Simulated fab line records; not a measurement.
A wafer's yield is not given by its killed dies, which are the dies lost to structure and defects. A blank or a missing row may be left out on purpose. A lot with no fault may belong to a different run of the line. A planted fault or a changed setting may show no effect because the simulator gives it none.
Chamber matching -- flow nand-harc -- rie-diel-10 running NHARC_A_CONTACT_ETCH_102: 4 sister chambers
The step etches the open film in CF4/O2, target depth 100 nm, overetch 10 nm, time 55 s. 20 wafers are shown with their chamber, then 10 later ones without.

== WAFERS PAIRED WITH THEIR CHAMBERS ==
wafer,chamber,showerhead-plenum-p-Torr (Torr),rf-vpp-V (V),oes-product-au (a.u.)
L075.1,0,1.29,196.9,1.005
L075.3,1,1.25,195.1,1.010
L075.6,0,1.30,197.2,1.003
L076.2,0,1.29,196.1,1.006
L076.4,3,1.44,199.6,1.008
L076.5,0,1.29,196.7,1.006
L078.1,0,1.29,196.9,1.003
L078.2,1,1.25,194.7,0.994
L078.5,2,1.33,198.1,0.985
L080.1,3,1.44,198.0,0.986
L080.3,2,1.33,196.7,0.985
L080.5,1,1.24,196.6,0.989
L083.1,1,1.24,195.1,0.990
L083.2,2,1.32,196.4,0.992
L083.3,3,1.43,199.0,1.006
L084.2,2,1.32,195.7,0.993
L084.3,1,1.24,195.4,1.009
L084.6,1,1.24,196.3,0.995
L087.1,2,1.32,198.8,1.000
L087.4,3,1.43,199.3,1.008

SIGNATURES, as means of the wafers listed above
reading,chamber 0,chamber 1,chamber 2,chamber 3,scatter within a chamber
showerhead-plenum-p-Torr,1.2920,1.2433,1.3240,1.4350,0.0052
rf-vpp-V,196.760,195.533,197.140,198.975,0.845
oes-product-au,1.00460,0.99783,0.99100,1.00200,0.00769
Rule: a wafer lies at a distance from a chamber equal to the root of the sum of squares, over the readings, of (its reading less the chamber's mean, divided by the reading's scatter). The wafer belongs to the nearest chamber; if the next one is less than 2 further off, it can't be placed. How the scatter is found: for the shown wafers, subtract from each reading the mean of its chamber, square and add these, divide the total by (wafers less chambers), then take the root.

== WAFERS WITH NO CHAMBER GIVEN ==
wafer,showerhead-plenum-p-Torr (Torr),rf-vpp-V (V),oes-product-au (a.u.)
L087.6,1.32,196.4,0.999
L088.2,1.32,197.0,0.993
L088.3,1.24,195.8,0.998
L088.5,1.32,196.9,0.992
L091.1,1.32,197.6,0.991
L091.5,1.24,195.5,1.003
L091.6,1.32,198.2,0.984
L097.1,1.28,196.6,1.007
L097.2,1.42,199.4,1.010
L097.6,1.31,198.8,0.988

== CHAMBER TAKEN BY EACH ==
wafer,from the rows above,in truth
L087.6,2,2
L088.2,2,2
L088.3,1,1
L088.5,2,2
L091.1,2,2
L091.5,1,1
L091.6,2,2
L097.1,0,0
L097.2,3,3
L097.6,can't be placed: 2 or 0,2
9 of 10 placed correctly. Not placeable from these rows: 1 (in 1, the candidates include the true chamber). Placed wrongly: 0.
